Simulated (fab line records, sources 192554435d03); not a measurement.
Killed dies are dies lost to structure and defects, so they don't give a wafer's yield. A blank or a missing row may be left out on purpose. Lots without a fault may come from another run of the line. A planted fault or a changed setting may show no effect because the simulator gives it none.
Which tool did it? | flow n5_finfet | 9 lots, 27 wafers sampled, at 6 steps of a route of 1938

WHAT THE GAUGES READ, wafer by wafer
N5_WELL_APT_CD_MEAS_25: target cd 200 nm. Usual: cd_nm 200.0 nm, standard deviation 1.8.
lot  | measured    | on        | cd_nm (nm)        | flag
L107 | day 1 15:21 | cd_sem-03 | 202.1 203.5 204.1 |
L109 | day 2 02:52 | cd_sem-01 | 200.3 198.6 196.7 |
L110 | day 2 09:01 | cd_sem-01 | 199.2 200.4 199.7 |
L111 | day 2 15:20 | cd_sem-01 | 199.3 200.8 201.3 |
L116 | day 3 21:01 | cd_sem-03 | 195.6 192.8 194.9 | OFF
L117 | day 4 03:26 | cd_sem-02 | 192.1 192.6 192.5 | OFF
L122 | day 5 09:28 | cd_sem-02 | 200.8 201.1 201.9 |
L124 | day 5 21:11 | cd_sem-02 | 200.3 203.3 202.0 |
L127 | day 6 15:04 | cd_sem-01 | 201.2 197.2 200.1 |

N5_WELL_APT_INSPECT_27: inspects for defects (macro). Usual: raw_defect_count 2.1, standard deviation 1.3.
lot  | measured    | on                | raw_defect_count | flag
L107 | day 1 15:25 | defect_inspect-02 | 2 3 3            |
L109 | day 2 02:55 | defect_inspect-02 | 3 2 2            |
L110 | day 2 09:04 | defect_inspect-02 | 2 3 3            |
L111 | day 2 15:23 | defect_inspect-02 | 3 3 2            |
L116 | day 3 21:04 | defect_inspect-01 | 0 2 2            |
L117 | day 4 03:29 | defect_inspect-01 | 3 4 2            |
L122 | day 5 09:33 | defect_inspect-01 | 1 3 1            |
L124 | day 5 21:14 | defect_inspect-01 | 1 2 0            |
L127 | day 6 15:07 | defect_inspect-02 | 1 2 2            |

N5_BEOL_M4_RC_MEAS_101. Usual: DIBL_N 36.3 mV/V, standard deviation 1.6; DIBL_P 36.4 mV/V, standard deviation 2.1; IOFF_N 0.16 nA/um, standard deviation 0.032; IOFF_P 0.22 nA/um, standard deviation 0.044; ION_N 675 uA/um, standard deviation 12; ION_P 463 uA/um, standard deviation 8.3; SS_N 71.6 mV/dec, standard deviation 0.64; SS_P 73.3 mV/dec, standard deviation 0.67; VT_N 250 mV, standard deviation 3.3; VT_P -250 mV, standard deviation 3.7.
lot  | measured     | on        | DIBL_N (mV/V)  | DIBL_P (mV/V)  | IOFF_N (nA/um) | IOFF_P (nA/um) | ION_N (uA/um) | ION_P (uA/um) | SS_N (mV/dec)  | SS_P (mV/dec)  | VT_N (mV)   | VT_P (mV)      | flag
L107 | day 10 05:23 | prober-01 | 33.9 35.8 33.8 | 34.4 36.6 33.3 | 0.12 0.16 0.12 | 0.18 0.21 0.17 | 664 683 663   | 454 466 460   | 70.7 71.1 71.6 | 72.0 72.7 72.3 | 254 250 252 | -252 -253 -254 |
L109 | day 9 17:16  | prober-01 | 37.6 35.8 35.0 | 38.7 35.3 35.0 | 0.17 0.13 0.12 | 0.21 0.16 0.16 | 675 672 666   | 462 452 455   | 72.0 71.6 70.9 | 73.9 72.1 72.7 | 248 252 252 | -250 -256 -255 |
L110 | day 10 10:26 | prober-02 | 38.8 35.0 36.4 | 38.2 33.1 35.1 | 0.18 0.12 0.15 | 0.23 0.16 0.20 | 684 666 686   | 466 455 464   | 71.7 70.6 71.9 | 73.9 73.1 73.5 | 252 256 251 | -247 -255 -251 |
L111 | day 10 02:59 | prober-01 | 36.7 36.5 37.5 | 36.5 36.4 37.5 | 0.17 0.16 0.18 | 0.22 0.20 0.22 | 675 664 682   | 470 455 469   | 71.0 71.4 72.1 | 73.9 72.9 74.1 | 248 251 248 | -249 -251 -248 |
L116 | day 11 17:00 | prober-02 | 35.4 37.9 36.7 | 35.7 38.7 37.3 | 0.15 0.21 0.18 | 0.18 0.23 0.20 | 665 697 674   | 457 468 454   | 71.2 71.7 71.2 | 72.8 74.1 73.0 | 251 246 249 | -254 -250 -251 |
L117 | day 12 20:27 | prober-01 | 37.5 38.0 37.4 | 36.6 38.8 37.6 | 0.17 0.20 0.18 | 0.23 0.28 0.25 | 674 689 680   | 463 475 464   | 71.9 71.8 71.6 | 73.4 73.5 73.1 | 247 246 247 | -249 -247 -244 |
L122 | day 13 18:07 | prober-02 | 34.7 33.1 35.3 | 35.1 33.9 35.8 | 0.14 0.11 0.15 | 0.20 0.18 0.20 | 663 651 668   | 458 457 462   | 71.4 71.3 71.0 | 73.7 73.1 74.1 | 253 257 251 | -253 -252 -251 |
L124 | day 13 20:44 | prober-01 | 38.0 33.7 34.7 | 37.5 32.2 33.5 | 0.20 0.12 0.13 | 0.26 0.17 0.18 | 699 654 674   | 471 452 461   | 72.3 70.6 71.4 | 74.3 72.7 74.0 | 246 253 251 | -244 -250 -251 |
L127 | day 14 09:46 | prober-01 | 34.4 35.5 38.4 | 34.3 36.6 40.4 | 0.15 0.17 0.24 | 0.21 0.25 0.32 | 678 699 690   | 465 479 468   | 71.0 72.3 72.9 | 72.0 73.0 74.0 | 246 247 243 | -247 -246 -243 |

WHICH TOOL RAN EACH LOT (tool, then ch and the chambers of the sampled wafers, then the start)
lot  | N5_ZERO_LAYER_DESCUM_16           | N5_ZERO_LAYER_ETCH_17             | N5_WELL_APT_PEB_23
L107 | rie_diel-05 ch 1,2, day 1 12:49   | rie_diel-05 ch 1,2, day 1 12:52   | litho_track-01 ch 0, day 1 15:14
L109 | rie_diel-01 ch 0,3, day 2 00:44   | rie_diel-01 ch 0,3, day 2 00:46   | litho_track-01 ch 0, day 2 02:44
L110 | rie_diel-01 ch 0,1,3, day 2 06:41 | rie_diel-01 ch 0,1,3, day 2 06:43 | litho_track-03 ch 0, day 2 08:53
L111 | rie_diel-04 ch 0,3, day 2 12:49   | rie_diel-04 ch 0,3, day 2 12:51   | litho_track-01 ch 0, day 2 15:13
L116 | rie_diel-04 ch 1,2, day 3 18:48   | rie_diel-04 ch 1,2, day 3 18:50   | litho_track-01 ch 0, day 3 20:54
L117 | rie_diel-05 ch 0,1,2, day 4 00:47 | rie_diel-05 ch 0,1,2, day 4 00:49 | litho_track-01 ch 0, day 4 03:19
L122 | rie_diel-01 ch 0,2,3, day 5 06:41 | rie_diel-01 ch 0,2,3, day 5 06:43 | litho_track-04 ch 0, day 5 09:22
L124 | rie_diel-04 ch 0,1, day 5 18:49   | rie_diel-04 ch 0,1, day 5 18:52   | litho_track-04 ch 0, day 5 21:04
L127 | rie_diel-05 ch 1,3, day 6 12:48   | rie_diel-05 ch 1,3, day 6 12:50   | litho_track-04 ch 0, day 6 14:58
- N5_ZERO_LAYER_DESCUM_16: chemistry O2, time 7.9 s.
- N5_ZERO_LAYER_ETCH_17: etches SiO2 in CF4, target depth 12 nm, time 13.3 s.
- N5_WELL_APT_PEB_23: peb time 90 s.

WHAT THE TOOLS THEMSELVES READ (means of the sampled wafers that have a number; where no wafer has one, the mark that the record gives instead)
N5_ZERO_LAYER_DESCUM_16. Usual: drypump_motor_current_A 5.6 A, standard deviation 0.49; oes_product_au 0.82 a.u., standard deviation 0.09; rf_vpp_V 243.3 V, standard deviation 1.3; showerhead_plenum_p_Torr 2.10 Torr, standard deviation 0.075; throttle_valve_pct 20.49 %, standard deviation 0.22.
lot  | tool        | drypump_motor_current_A (A) | oes_product_au (a.u.) | rf_vpp_V (V) | showerhead_plenum_p_Torr (Torr) | throttle_valve_pct (%) | flag
L107 | rie_diel-05 | 5.6                         | 0.88                  | 243.9        | 2.12                            | 20.60                  |
L109 | rie_diel-01 | 6.2                         | 0.73                  | 244.2        | 2.11                            | 20.68                  |
L110 | rie_diel-01 | 6.2                         | 0.73                  | 243.1        | 2.13                            | 20.59                  |
L111 | rie_diel-04 | 5.9                         | 0.74                  | 244.0        | 2.09                            | 20.70                  |
L116 | rie_diel-04 | 5.6                         | 0.88                  | 242.2        | 2.04                            | 20.37                  |
L117 | rie_diel-05 | 5.4                         | 0.83                  | 243.8        | 2.16                            | 20.64                  |
L122 | rie_diel-01 | 5.8                         | 0.86                  | 243.5        | 2.11                            | 20.38                  |
L124 | rie_diel-04 | 5.8                         | 0.78                  | 243.5        | 2.06                            | 20.55                  |
L127 | rie_diel-05 | 5.6                         | 0.91                  | 244.0        | 2.17                            | 20.52                  |

N5_ZERO_LAYER_ETCH_17. Usual: drypump_motor_current_A 5.6 A, standard deviation 0.49; oes_product_au 0.82 a.u., standard deviation 0.089; rf_vpp_V 949 V, standard deviation 4.1; showerhead_plenum_p_Torr 2.15 Torr, standard deviation 0.063; throttle_valve_pct 15.71 %, standard deviation 0.23.
lot  | tool        | drypump_motor_current_A (A) | oes_product_au (a.u.) | rf_vpp_V (V) | showerhead_plenum_p_Torr (Torr) | throttle_valve_pct (%) | flag
L107 | rie_diel-05 | 5.6                         | 0.89                  | 949          | 2.15                            | 15.63                  |
L109 | rie_diel-01 | 6.2                         | 0.72                  | 950          | 2.19                            | 16.11                  |
L110 | rie_diel-01 | 6.2                         | 0.73                  | 952          | 2.18                            | 15.89                  |
L111 | rie_diel-04 | 5.8                         | 0.74                  | 948          | 2.15                            | 16.00                  |
L116 | rie_diel-04 | 5.7                         | 0.88                  | 946          | 2.09                            | 15.51                  |
L117 | rie_diel-05 | 5.4                         | 0.83                  | 952          | 2.19                            | 15.72                  |
L122 | rie_diel-01 | 5.9                         | 0.87                  | 950          | 2.18                            | 15.74                  |
L124 | rie_diel-04 | 5.8                         | 0.78                  | 947          | 2.12                            | 15.80                  |
L127 | rie_diel-05 | 5.6                         | 0.90                  | 952          | 2.21                            | 15.66                  |

N5_WELL_APT_PEB_23. Usual: heater_power_total_W 172.4 W, standard deviation 0.78; plate_temp_C 130.01 C, standard deviation 0.13.
lot  | tool           | heater_power_total_W (W) | plate_temp_C (C) | flag
L107 | litho_track-01 | 172.5                    | 130.20           |
L109 | litho_track-01 | 172.6                    | 129.84           |
L110 | litho_track-03 | 172.2                    | 129.94           |
L111 | litho_track-01 | 173.0                    | 130.13           |
L116 | litho_track-01 | 170.5                    | 129.00           | OFF
L117 | litho_track-01 | 171.1                    | 128.91           | OFF
L122 | litho_track-04 | 172.8                    | 130.18           |
L124 | litho_track-04 | 171.4                    | 130.02           |
L127 | litho_track-04 | 172.8                    | 129.97           |

THE ANSWER, worked out from the rows above alone
Rule: a lot is off if the mean of its wafers that have a number lies more than 3 standard deviations from the usual mean. A lot without any number at a reading at which 4 lots or more have one is off too. The other lots that the step has rows for count as sound. The gauges are gone through in route order, then the tools' own readings, and for those a lot's mean is taken as printed above. The first step at which some lot is off is used, and at that step the reading that is off furthest; a lot without a number counts as furthest.
Off: L116, L117, at N5_WELL_APT_CD_MEAS_25 (cd_nm).
A tool fits if, at a process step before that reading, it ran every lot that is off, and no sound lot after the first of them. The gauges at N5_WELL_APT_CD_MEAS_25 aren't tried: what is off there is off at N5_WELL_APT_PEB_23 too, on other tools, and a gauge's error can't cause that. One fits: litho_track-01 at N5_WELL_APT_PEB_23. Its last sound lot is L111 (day 2 15:13), its first lot that is off L116 (day 3 20:54): a fault that began between those two fits.
The tool's own readings at N5_WELL_APT_PEB_23 bear it out: on the lots that are off they differ by more than 5 times the standard deviation of the sound lots' means. plate_temp_C reads 128.95 C there against 130.04 C on the sound lots.

WHAT THE SIMULATOR HAD PUT IN
Process parameter drift: litho_track-01, from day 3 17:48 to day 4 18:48, at N5_WELL_APT_PEB_23. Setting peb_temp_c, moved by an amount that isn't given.
Lots struck among those shown: L116, L117. The rule above found the same.
